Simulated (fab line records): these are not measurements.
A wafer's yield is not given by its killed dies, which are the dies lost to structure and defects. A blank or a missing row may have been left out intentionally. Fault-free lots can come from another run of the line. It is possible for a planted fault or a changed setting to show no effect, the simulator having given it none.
A struck lot beside a sound one    flow nand_harc    28 out of 1159 route steps
Sound: these wafers, L940.2, L940.3, L940.6. Wafers struck: L934.4, L934.5, L934.6. Last of all comes the cause.
At each step with rows: each side's tool, then ch and its chambers, then its first start. Under that, the readings that differ: sound wafers    struck wafers    difference of the means    sigmas: that difference in standard deviations of wafers without a fault.
alike: words and numbers the same on both sides, and readings whose means are apart by under 2 such deviations; not compared: readings that were withheld, readings missing a value for some wafer, numbers with overlapping values and no deviation given by the record, and bounds like >300 which may hide the same value.
A row with sigmas, a row that says differs or no value, or rows on one side alone: a step with any of these is where the two part. Numbers that have no deviation but don't overlap get no sigmas and don't part them. A reading missing from all wafers of one side parts the sides only when that side holds two or more wafers.

first, 11 steps without rows for these wafers: NHARC_P_STI_ETCH_26 (etches SiO2 in dHF, target depth 11 nm); NHARC_P_STI_PRECLEAN_27 (cleans in SC1); NHARC_P_STI_SRD_28; NHARC_P_STI_OXIDE_29 (material SiO2, target thk 10 nm, ox time 1362 s); NHARC_P_STI_HM_DEP_30 (deposits Si3N4, target thk 80 nm, time 873 s); NHARC_P_STI_DEHYDRATE_01 (time 120 s); NHARC_P_STI_HMDS_02 (time 30 s); NHARC_P_STI_COAT_41 (time 65 s); NHARC_P_STI_COAT_03 (resist thk 600 nm); NHARC_P_STI_SOFTBAKE_04 (time 70 s); NHARC_P_STI_EBR_05.
NHARC_P_STI_EXPOSE_06: exposes mask P STI, target cd 200 nm.
  sound on krf_scanner-03 ch 0, day 8 05:58; struck on krf_scanner-04 ch 0, day 6 17:08
reading               sound              struck             difference  sigmas
exposure_dose_mJ_cm2  37.80 37.76 37.79  27.89 27.92 27.87  -9.89       -99 or more
  alike: mask
then, 2 steps without rows for these wafers: NHARC_P_STI_PEB_07 (peb time 80 s); NHARC_P_STI_DEVELOP_08 (time 50 s).
NHARC_P_STI_CD_MEAS_09: the cd target is 200 nm.
  sound on cd_sem-02 ch 0, day 8 06:08; struck on cd_sem-01 ch 0, day 6 17:17
reading     sound              struck             difference  sigmas
cd_nm (nm)  198.5 198.8 198.7  133.2 133.8 132.5  -65.5       -36
then, 1 step without rows for these wafers: NHARC_P_STI_HARDBAKE_13 (time 65 s).
NHARC_P_STI_DESCUM_14: chemistry O2, time 3 s.
  sound on rie_diel-08 ch 0,1,3, day 8 06:23; struck on rie_diel-08 ch 1,2, day 6 17:32
reading                 sound              struck             difference  sigmas
model.P_STI.cd_nm (nm)  198.4 198.8 199.3  133.3 134.1 131.8  -65.8       
  alike: drypump_motor_current_A, o2_flow_sccm, oes_product_au, rf_vpp_V, showerhead_plenum_p_Torr, throttle_valve_pct
  not compared: rf_hours_counter_h
then, 2 steps without rows for these wafers: NHARC_P_STI_ETCH_42 (etches the open film in N2/H2, target depth 80 nm, overetch 24 nm, time 61 s); NHARC_P_STI_ETCH_31 (etches the open film in CF4/CHF3, target depth 108.9 nm, time 54.5 s).
NHARC_P_STI_ETCH_15: etches the open film in HBr/Cl2, target depth 300 nm, time 100.1 s.
  sound on rie_si-03 ch 0,2, day 8 06:41; struck on rie_si-01 ch 0,1, day 6 17:49
reading                 sound              struck             difference  sigmas
model.P_STI.cd_nm (nm)  197.3 198.2 199.2  132.8 133.8 131.7  -65.5       
  alike: bias_w, drypump_motor_current_A, oes_product_au, throttle_valve_pct
  not compared: rf_hours_counter_h
NHARC_P_STI_CD_MEAS_16:
  sound on cd_sem-02, day 8 06:51; struck on cd_sem-01, day 6 17:59
reading     sound              struck             difference  sigmas
cd_nm (nm)  196.9 198.1 199.1  132.9 133.9 131.7  -65.2       -36
NHARC_P_STI_OCD_MEAS_17:
  sound on ocd-01, day 8 06:56; struck on ocd-02, day 6 18:04
reading                 sound              struck          difference  sigmas
trench_foot_cd_nm (nm)  156.4 156.1 156.6  90.7 90.7 90.4  -65.8       -37
then, 3 steps without rows for these wafers: NHARC_P_STI_STRIP_19 (strips in SPM, time 900 s); NHARC_P_STI_PRECLEAN_32 (cleans in SC1); NHARC_P_STI_SRD_23.
NHARC_P_STI_OCD_MEAS_43:
  sound on ocd-01, day 8 07:27; struck on ocd-01, day 6 18:34
reading                 sound              struck          difference  sigmas
trench_foot_cd_nm (nm)  155.9 156.0 156.4  91.1 91.3 90.6  -65.1       -38
then, 1 step without rows for these wafers: NHARC_P_STI_OXIDE_33 (material SiO2, target thk 10 nm, ox time 281 s).
-- jump in the record: it breaks off in module P_STI and resumes in module END (first step shown: number 1159 of the route), and 17 days separate the struck wafers' starts before and after --
NHARC_END_SORT_01:
  at this point the record logs the struck wafers (prober-01 ch 0, day 23 19:07) and has no rows for the sound ones

WHERE THEY PART
At NHARC_P_STI_EXPOSE_06 first; at NHARC_END_SORT_01 last (within this record only).

WHY: what had been put in by the simulator
Drift in process parameters on krf_scanner-04 at NHARC_P_STI_EXPOSE_06, starting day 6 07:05. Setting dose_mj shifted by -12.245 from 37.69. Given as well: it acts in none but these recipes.
